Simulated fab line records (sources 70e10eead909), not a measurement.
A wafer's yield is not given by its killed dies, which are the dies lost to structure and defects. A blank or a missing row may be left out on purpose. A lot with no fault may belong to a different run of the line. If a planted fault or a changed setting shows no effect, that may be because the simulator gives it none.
Code-filled problem report in 8D (eight disciplines) form + flow nand-harc + the parts of the form that need people (team, actions taken, sign-off) are left out

## 1. PROBLEM STATEMENT
Mean of run-length-s at NHARC_A_CONTACT_ETCH_49: 476.7 s across 2 wafers in 2 lots; on wafers with no fault it is 496.6 s (standard deviation 0.32). Relative to the usual mean, that is a shift of -62 standard deviations.
The step: etches the open film in N2/H2, target depth 260 nm, time 475.3 s.
Seen first at day 20 00:24 on rie-diel-11, wafer L270.3. The record holds 39 wafers of 13 lots with a number at this step. Rule for "out" (also "out of limits"): further than 4 standard deviations from the usual mean. The rest of the wafers with a number are treated as sound.

## 2. WHAT THIS IS AND IS NOT
| question                    | is                | is not                                                                                 |
|-----------------------------|-------------------|----------------------------------------------------------------------------------------|
| which readings at this step | run-length-s      | drypump-motor-current-A, rf-vpp-V, showerhead-plenum-p-Torr                            |
| which lots                  | L268, L270        | L256, L257, L258, L260, L261, L262, L263, L265, L271, L276, L277                       |
| which wafers of those lots  | L268.3, L270.3    | L268.2, L268.6, L270.1, L270.6                                                         |
| read on which tools         | rie-diel-11       | rie-diel-03, rie-diel-12                                                               |
| when                        | from day 20 00:24 | up to then (26 sound wafers); but 11 sound wafers of L268, L271, L276, L277 came after |

## 3. WHAT RULES OUT EACH SUSPECT
Counting: any tool at a process step up to the reading remains a suspect provided it ran every lot that is out. Sound lots after the first of them don't rule it out here, since some wafers of a struck lot are sound.
- rie-diel-11 at NHARC_A_CONTACT_ETCH_49 (etches the open film in N2/H2, target depth 260 nm, time 475.3 s): kept. It processed each lot that is out (first: L270, day 20 00:24); up to then, its last sound lot is L265 (day 19 00:16). Its own run-length-s readings are out on those wafers.
Left after counting: rie-diel-11 at NHARC_A_CONTACT_ETCH_49.

## 4. THE CAUSE (what the simulator had put in)
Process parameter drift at NHARC_A_CONTACT_ETCH_49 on rie-diel-11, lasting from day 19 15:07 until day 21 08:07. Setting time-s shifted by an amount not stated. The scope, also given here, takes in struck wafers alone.
The count eliminated every tool but this one.

## 5. SEQUENCE OF EFFECTS, ordered by route
One row per reading whose mean, taken over the struck wafers that have a number, lies over 3 standard deviations from the usual. Readings are gone through only where the record gives a usual standard deviation; hours: the median, over the lots, of the time from a lot's start at the first step in this table giving one to that lot's start at this step; sigmas: the change measured in usual standard deviations.
| hours | step                    | reading      | usual   | on struck wafers | change | sigmas |
|-------|-------------------------|--------------|---------|------------------|--------|--------|
| 0     | NHARC_A_CONTACT_ETCH_49 | run-length-s | 496.6 s | 476.7            | -19.9  | -62    |
Its process steps:
- NHARC_A_CONTACT_ETCH_49: etches the open film in N2/H2, target depth 260 nm, time 475.3 s.

## 6. WHAT WOULD HAVE CAUGHT IT SOONER
In this record the first reading out of limits was taken at day 20 00:24, 9 hours after the fault began at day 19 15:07.
